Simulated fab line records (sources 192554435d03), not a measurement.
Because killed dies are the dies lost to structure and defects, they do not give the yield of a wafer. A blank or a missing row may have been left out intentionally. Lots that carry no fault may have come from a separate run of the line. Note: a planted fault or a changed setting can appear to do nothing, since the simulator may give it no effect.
Comparing a struck lot with a sound one + flow n5-finfet + 40 steps out of a route of 1938
Sound: these wafers, L488.1, L488.2, L488.4. Wafers L479.1, L479.2, L479.5 were the ones struck. The cause is named last.
For every step that has rows: the tool of each side, followed by ch and its chambers, followed by its first start. Under that, the readings that differ: sound wafers + struck wafers + difference of the means + sigmas: that difference in standard deviations of wafers without a fault.
alike: readings whose means differ by less than 2 such deviations, and words and numbers that are the same on both sides. not compared: withheld readings, readings that some wafer has no value for, bounds like >300 that may hide the same value, and numbers for which the record gives no deviation and whose values overlap.
The two part at a step that has a row with sigmas, a row that says differs or no value, or rows on one side only. Non-overlapping numbers with no deviation appear without sigmas and do not part them. A reading missing from all wafers of one side parts the sides only when that side holds two or more wafers.

first, 9 steps without rows for these wafers: N5_BEOL_M5_DESCUM_33 (chemistry O2, time 7 s); N5_BEOL_M5_ETCH_75 (etches underlayer in N2/H2, target depth 6.5 nm, time 5.2 s); N5_BEOL_M5_ETCH_67 (etches SiARC in CF4, target depth 15.6 nm, time 26 s); N5_BEOL_M5_ETCH_68 (etches SOC in N2/H2, target depth 80 nm, overetch 16 nm, time 120 s); N5_BEOL_M5_STRIP_69 (strips in N2/H2); N5_BEOL_M5_STRIP_76 (strips in N2/H2); N5_BEOL_M5_VIA_ETCH_34 (etches SiCOH lowk in C4F6/O2, target depth 88.3 nm, time 39.2 s); N5_BEOL_M5_STRIP_85 (strips in C4F6/O2); N5_BEOL_M5_STRIP_36 (strips in N2/H2).
N5_BEOL_M5_TRENCH_ETCH_37: etches SiCOH lowk in C4F6/O2, target depth 71.652 nm, time 24.7 s.
  sound on rie-diel-01 ch 1,2,3, day 13 19:23; struck on rie-diel-04 ch 2,3, day 10 23:50
| reading                                    | sound             | struck            | difference | sigmas      |
|--------------------------------------------|-------------------|-------------------|------------|-------------|
| bias-w (W)                                 | 185.4 185.7 184.6 | 124.0 123.0 123.0 | -61.9      | -99 or more |
| rf-vpp-V (V)                               | 662 658 664       | 482 455 482       | -188       | -12         |
| model.etch.depth-nm (nm)                   | 73.81 72.52 74.34 | 62.95 62.62 62.42 | -10.89     |             |
| model.BEOL_M5.feature-depth-nm (nm)        | 73.8 72.6 74.4    | 63 62.6 62.4      | -11        |             |
| model.TiN_of_BEOL_M5_HM_DEP_02.thk-nm (nm) | 17.4 17.8 17.4    | 18.6 18.8 18.8    | +1.2       |             |
  alike: drypump-motor-current-A, mfc-ar-sccm, oes-product-au, showerhead-plenum-p-Torr, throttle-valve-pct
  not compared: rf-hours-counter-h
then, 2 steps without rows for these wafers: N5_BEOL_M5_ETCH_41 (etches SiCN in CH3F/O2, target depth 31.5 nm, time 56.7 s); N5_BEOL_M5_STRIP_91 (strips in N2/H2, time 10 s).
N5_BEOL_M5_OCD_MEAS_38:
  sound: ocd-02 at day 13 19:33; struck: ocd-01 at day 10 23:59
| reading              | sound          | struck         | difference | sigmas |
|----------------------|----------------|----------------|------------|--------|
| trench-depth-nm (nm) | 74.0 71.8 73.8 | 63.7 63.0 62.6 | -10.1      | -8     |
then, 21 steps without rows for these wafers: N5_BEOL_M5_HM_STRIP_39 (strips TiN in peroxide tin strip, target depth 25 nm, time 158 s); N5_BEOL_M5_SRD_40 (time 30 s); N5_BEOL_M5_PRECLEAN_42 (cleans in residue remover, time 60 s); N5_BEOL_M5_SRD_43 (time 30 s); N5_BEOL_M5_CURE_80 (cures SiCOH lowk, time 120 s); N5_BEOL_M5_DEGAS_44 (time 60 s); N5_BEOL_M5_PRE_CLEAN_45 (time 30 s); N5_BEOL_M5_ALD_86 (deposits TaN, pulse time 2 s, purge time 3 s, co reactant purge time 2 s); N5_BEOL_M5_SURFACE_TREAT_87; N5_BEOL_M5_CVD_47 (deposits Co from CCTBA/H2, target thk 3 nm, time 216 s); N5_BEOL_M5_SPUTTER_48 (material Cu, target thk 15 nm, time 27.62 s); N5_BEOL_M5_ANNEAL_49 (time 1800 s); N5_BEOL_M5_SPUTTER_81 (material Cu, target thk 15 nm, time 27.62 s); N5_BEOL_M5_ANNEAL_82 (time 1800 s); N5_BEOL_M5_SPUTTER_83 (material Cu, target thk 15 nm, time 27.62 s); N5_BEOL_M5_ANNEAL_84 (time 1800 s); N5_BEOL_M5_SPUTTER_88 (material Cu, target thk 15 nm, time 27.62 s); N5_BEOL_M5_ANNEAL_89 (time 1800 s); N5_BEOL_M5_SPUTTER_90 (material Cu, target thk 4.5 nm, time 8.29 s); N5_BEOL_M5_ECD_50 (material Cu, target thk 300 nm); N5_BEOL_M5_ANNEAL_51 (time 90 s).
N5_BEOL_M5_CMP_52: polishes, stops on SiCOH lowk, t overpolish 6.9 s, target thk 62 nm.
  sound on cmp-03 ch 0,2,3, day 14 01:46; struck on cmp-01 ch 0,2, day 11 06:43
| reading                                | sound          | struck       | difference | sigmas |
|----------------------------------------|----------------|--------------|------------|--------|
| model.Cu_of_BEOL_M5_ECD_50.thk-nm (nm) | 63.4 62.4 63.4 | 51.6 54 52.2 | -10.5      |        |
  alike: barrier-field-endpoint-s, clearing-platen-rpm, motor-current-A, overpolish-run-s, time-to-endpoint-s
  not compared: pad-life-wafers
N5_BEOL_M5_THK_MEAS_53: measures by xrf.
  sound: film-metro-02 at day 14 02:04; struck: film-metro-01 at day 11 06:58
| reading     | sound          | struck         | difference | sigmas |
|-------------|----------------|----------------|------------|--------|
| M5_THK (nm) | 63.1 62.2 63.6 | 51.2 53.7 52.1 | -10.6      | -6     |
then, 2 steps without rows for these wafers: N5_BEOL_M5_PRE_CLEAN_77 (time 15 s); N5_BEOL_M5_CO_CAP_78 (material Co, precursor CCTBA/H2, target thk 2 nm, time 102.1 s).
N5_BEOL_M5_RS_MEAS_57: the measuring method here is four-point-probe.
  sound: film-metro-01 at day 14 02:20; struck: film-metro-02 at day 11 07:14
| reading        | sound             | struck            | difference | sigmas |
|----------------|-------------------|-------------------|------------|--------|
| M5_RS (ohm/sq) | 0.376 0.383 0.375 | 0.486 0.458 0.475 | +0.095     | +7     |
-- a jump in the record: the struck wafers' starts before and after are 3 days apart (it breaks off in module BEOL_M5 and resumes in module BEOL_M15, where the first step shown is number 1830 of the route) --
N5_BEOL_M15_RC_MEAS_101:
  sound on prober-02 ch 0, day 17 08:49; struck on prober-01 ch 0, day 14 17:51
| reading                   | sound          | struck         | difference | sigmas |
|---------------------------|----------------|----------------|------------|--------|
| SERP_M5 (ohm/um)          | 37.2 37.6 36.0 | 45.5 44.0 47.4 | +8.7       | +5     |
| SERP_M5_max_site (ohm/um) | 39.6 39.4 38.9 | 46.2 45.5 49.6 | +7.8       | +4     |
  alike: COMB_M10, COMB_M11, COMB_M11_max_site, COMB_M12, COMB_M12_max_site, COMB_M13, COMB_M14, COMB_M15, COMB_M5, COMB_M6, COMB_M7, COMB_M8, COMB_M9, SERP_M10, SERP_M11, SERP_M12, SERP_M13, SERP_M14, SERP_M6, SERP_M7, SERP_M8, SERP_M8_max_site, SERP_M9

== WHERE THEY PART ==
Earliest at N5_BEOL_M5_TRENCH_ETCH_37; latest, in this record, at N5_BEOL_M15_RC_MEAS_101.

WHY: what the simulator had put in
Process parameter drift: rie-diel-04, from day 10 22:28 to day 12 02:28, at N5_BEOL_M5_TRENCH_ETCH_37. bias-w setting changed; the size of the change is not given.
